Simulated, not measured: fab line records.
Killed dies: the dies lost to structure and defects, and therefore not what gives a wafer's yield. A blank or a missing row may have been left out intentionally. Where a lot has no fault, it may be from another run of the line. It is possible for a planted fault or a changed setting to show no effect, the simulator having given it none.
Matching of chambers    flow nandHarc    4 sister chambers for NHARC_A_WL_FILL_ALD_00 on aldHk-02
The step deposits Al2O3, target thk 3 nm, pulse time 3 s, ald cycles 30. 8 wafers are shown with their chamber, then 12 later ones without.

## WAFERS WITH THEIR CHAMBER
wafer   chamber  heaterPowerW (W)  precursorPulseHeightRel
L079.1  3        558               0.985
L083.5  0        407               0.976
L086.5  3        549               0.993
L087.4  2        517               0.999
L087.6  0        425               1.014
L085.1  1        420               0.999
L085.3  2        504               1.015
L085.5  1        409               1.049

## WAFERS WITHOUT THEIR CHAMBER
wafer   heaterPowerW (W)  precursorPulseHeightRel
L088.3  553               0.994
L088.4  429               0.998
L088.6  421               0.994
L090.4  429               1.030
L090.5  421               1.026
L090.6  422               1.020
L090.1  544               0.991
L090.2  503               0.996
L090.3  415               1.025
L092.1  501               1.007
L092.3  420               1.003
L092.4  421               0.957

## THE CHAMBER EACH PASSED THROUGH
wafer   from the rows above      in truth
L088.3  3                        3
L088.4  can't be placed: 0 or 1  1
L088.6  can't be placed: 0 or 1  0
L090.4  can't be placed: 1 or 0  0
L090.5  can't be placed: 1 or 0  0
L090.6  can't be placed: 1 or 0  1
L090.1  3                        3
L090.2  2                        2
L090.3  can't be placed: 1 or 0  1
L092.1  2                        2
L092.3  can't be placed: 0 or 1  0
L092.4  can't be placed: 0 or 1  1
Correctly placed: 4 of 12. Not placeable from these rows: 8 (in 8, the candidates include the true chamber). Number placed wrongly: 0.
How it was worked out, from the rows above alone: a wafer's distance from a chamber is the root of the sum, over the readings, of the square of ((its reading less the chamber's mean) divided by the reading's scatter). The wafer belongs to the nearest chamber; if the next one is less than 2 further off, it can't be placed. The mean given for a chamber averages the wafers shown for that chamber. The scatter: take each reading less its chamber's mean, square it, sum over the shown wafers, divide by the number of wafers less the number of chambers, and take the root.
